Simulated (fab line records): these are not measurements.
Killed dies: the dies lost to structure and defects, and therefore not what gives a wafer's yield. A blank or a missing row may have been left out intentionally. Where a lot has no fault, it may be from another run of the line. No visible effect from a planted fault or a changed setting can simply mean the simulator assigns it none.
3 desks, one fault / flow n5_finfet / each desk has only its own numbers; what lay behind them comes last

## THE DEFECT DESK
Per lot, the means of the sampled wafers with a number show what the inspections along the route counted. The brackets show how far a lot's mean lies from the usual mean; more than 4 standard deviations puts the lot out of limits, marked OUT.
Columns: A = raw_defect_count at N5_GATE_CUT_INSPECT_26, usual 40; B = raw_defect_count at N5_MOL_CONTACT_COAG_INSPECT_10, usual 73
lot=L398; first seen here=day 4 17:38; A=22; B=41
lot=L399; first seen here=day 5 04:36; A=28; B=49
lot=L404; first seen here=day 6 10:41; A=36; B=55
lot=L405; first seen here=day 6 12:42; A=36; B=59
lot=L406; first seen here=day 6 13:32; A=27; B=55
lot=L413; first seen here=day 8 09:37; A=419 (+24) OUT; B=455 (+15) OUT
lot=L419; first seen here=day 9 21:27; A=31; B=59
lot=L420; first seen here=day 10 09:20; A=66; B=103
This desk finds L413 out of limits, L413 being first, at day 8 09:37 (raw_defect_count at N5_GATE_CUT_INSPECT_26). L398, L399, L404, L405, L406, L419, L420: within limits.

## THE METROLOGY DESK
What the gauges read for every lot (on any tool): the sampled wafers with a number, averaged. The brackets show how far a lot's mean lies from the usual mean; more than 4 standard deviations puts the lot out of limits, marked OUT. Only the readings that lie furthest out on some lot appear, 7 of the 11 it has.
Columns: A = DIBL_N at N5_BEOL_M4_RC_MEAS_101, usual 36.2 mV/V; B = IOFF_N at N5_BEOL_M4_RC_MEAS_101, usual 0.155 nA/um; C = IOFF_P at N5_BEOL_M4_RC_MEAS_101, usual 0.210 nA/um; D = ION_N at N5_BEOL_M4_RC_MEAS_101, usual 677 uA/um; E = ION_P at N5_BEOL_M4_RC_MEAS_101, usual 465 uA/um; F = VT_N at N5_BEOL_M4_RC_MEAS_101, usual 249.9 mV; G = VT_P at N5_BEOL_M4_RC_MEAS_101, usual -250 mV
lot=L398; first seen here=day 4 16:54; A=36.8; B=0.163; C=0.206; D=677; E=464; F=250.5; G=-251
lot=L399; first seen here=day 5 03:52; A=35.4; B=0.139; C=0.189; D=677; E=465; F=252.6; G=-251
lot=L404; first seen here=day 6 09:56; A=34.7; B=0.150; C=0.216; D=681; E=470; F=250.5; G=-251
lot=L405; first seen here=day 6 11:58; A=35.5; B=0.148; C=0.188; D=678; E=466; F=250.3; G=-254
lot=L406; first seen here=day 6 12:47; A=35.7; B=0.159; C=0.246; D=678; E=475; F=248.0; G=-245
lot=L413; first seen here=day 8 08:52; A=36.7; B=0.178; C=0.264; D=687; E=475; F=246.4; G=-246
lot=L419; first seen here=day 9 20:43; A=37.4; B=0.153; C=0.209; D=672; E=463; F=250.4; G=-249
lot=L420; first seen here=day 10 08:35; A=37.0; B=0.173; C=0.215; D=681; E=466; F=247.6; G=-251
Result from this desk: across the 8 lots, nothing is out of limits.

## TOOL OWNER'S DESK, cmp-03
The tool's own readings at N5_GATE_CUT_CMP_61 (polishes, stops on SiNx, t overpolish 3 s): means of the sampled wafers that have a number, for each lot that ran on this tool. The brackets show how far a lot's mean lies from the usual mean; more than 4 standard deviations puts the lot out of limits, marked OUT.
Columns: A = motor_current_A at N5_GATE_CUT_CMP_61, usual 11.7 A; B = platen_rpm at N5_GATE_CUT_CMP_61, usual 27.088 rpm
lot=L398; first seen here=day 4 17:25; A=12.1; B=27.095
lot=L404; first seen here=day 6 10:27; A=12.0; B=27.082
lot=L405; first seen here=day 6 12:30; A=12.0; B=27.105
lot=L406; first seen here=day 6 13:22; A=11.9; B=27.085
lot=L413; first seen here=day 8 09:26; A=11.4; B=27.086
Result from this desk: across the 5 lots, nothing is out of limits.

## TAKEN TOGETHER
The defect desk could have raised an alarm at day 8 09:37, on L413.
At the metrology desk, nothing out of limits was observed.
Nothing out of limits was seen by the tool owner's desk.
The metrology desk holds a record of L413, inside its limits.
Tool owner's desk: L413 on record, inside its limits.
Of the lots named, all ran N5_GATE_CUT_CMP_61 on cmp-03.

## WHAT THE SIMULATOR PUT IN
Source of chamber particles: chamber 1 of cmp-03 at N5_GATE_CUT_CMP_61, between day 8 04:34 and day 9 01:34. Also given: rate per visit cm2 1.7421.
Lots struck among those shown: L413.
Hours from the fault's start to each desk's first reading out of limits: the defect desk, 5.
